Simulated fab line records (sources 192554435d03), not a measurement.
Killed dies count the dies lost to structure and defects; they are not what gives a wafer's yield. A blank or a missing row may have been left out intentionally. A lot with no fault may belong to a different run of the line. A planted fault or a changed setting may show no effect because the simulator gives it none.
Matching of chambers | flow n5-finfet | N5_FIN_SAQP_ETCH_67 on rie-diel-03 has 4 sister chambers
The step etches SiNx in CH3F/O2, target depth 30 nm. 18 wafers are shown with their chamber, then 9 later ones without.

## EACH WAFER AND ITS CHAMBER
wafer  | chamber | drypump-motor-current-A (A) | rf-vpp-V (V) | throttle-valve-pct (%)
L081.3 | 2       | 5.1                         | 301          | 16.37
L081.5 | 1       | 4.7                         | 304          | 16.41
L081.6 | 2       | 5.1                         | 301          | 16.35
L083.1 | 1       | 4.7                         | 304          | 16.42
L083.4 | 2       | 5.1                         | 300          | 16.37
L083.6 | 1       | 4.7                         | 305          | 16.42
L084.1 | 2       | 5.0                         | 300          | 16.38
L084.3 | 1       | 4.7                         | 306          | 16.43
L084.4 | 1       | 4.7                         | 304          | 16.43
L085.2 | 2       | 5.1                         | 300          | 16.40
L085.4 | 1       | 4.7                         | 305          | 16.45
L085.5 | 0       | 5.7                         | 284          | 16.68
L089.1 | 0       | 5.7                         | 284          | 16.70
L089.3 | 2       | 5.1                         | 301          | 16.39
L089.6 | 1       | 4.7                         | 305          | 16.44
L091.1 | 1       | 4.7                         | 305          | 16.45
L091.3 | 2       | 5.1                         | 300          | 16.39
L091.4 | 3       | 5.1                         | 305          | 16.07

SIGNATURES (averages over the wafers above)
reading                 | chamber 0 | chamber 1 | chamber 2 | chamber 3 | scatter within a chamber
drypump-motor-current-A | 5.700     | 4.700     | 5.086     | 5.100     | 0.0247
rf-vpp-V                | 284.00    | 304.75    | 300.43    | 305.00    | 0.61
throttle-valve-pct      | 16.6900   | 16.4312   | 16.3786   | 16.0700   | 0.0155
Rule: for each reading, subtract the chamber's mean from the wafer's reading, divide by that reading's scatter and square the result; add these up over the readings and take the root, which gives the wafer's distance from the chamber. If the next closest chamber is less than 2 further off than the closest, the wafer can't be placed; otherwise it belongs to the closest. The scatter is the square root of a quotient: the sum, over the shown wafers, of each reading's squared deviation from its chamber's mean, divided by wafers minus chambers.

## WAFERS WHOSE CHAMBER IS MISSING
wafer  | drypump-motor-current-A (A) | rf-vpp-V (V) | throttle-valve-pct (%)
L095.1 | 5.1                         | 301          | 16.42
L095.2 | 4.7                         | 305          | 16.49
L095.3 | 5.1                         | 305          | 16.10
L096.1 | 5.1                         | 304          | 16.09
L096.2 | 5.1                         | 301          | 16.43
L096.6 | 5.1                         | 299          | 16.41
L097.1 | 4.7                         | 303          | 16.48
L097.3 | 5.1                         | 305          | 16.10
L097.5 | 5.1                         | 307          | 16.10

## WHICH CHAMBER EACH ONE RAN IN
wafer  | from the rows above | in truth
L095.1 | 2                   | 2
L095.2 | 1                   | 1
L095.3 | 3                   | 3
L096.1 | 3                   | 3
L096.2 | 2                   | 2
L096.6 | 2                   | 2
L097.1 | 1                   | 1
L097.3 | 3                   | 3
L097.5 | 3                   | 3
Placed correctly: 9 of 9. From these rows, 0 cannot be placed. Number placed wrongly: 0.
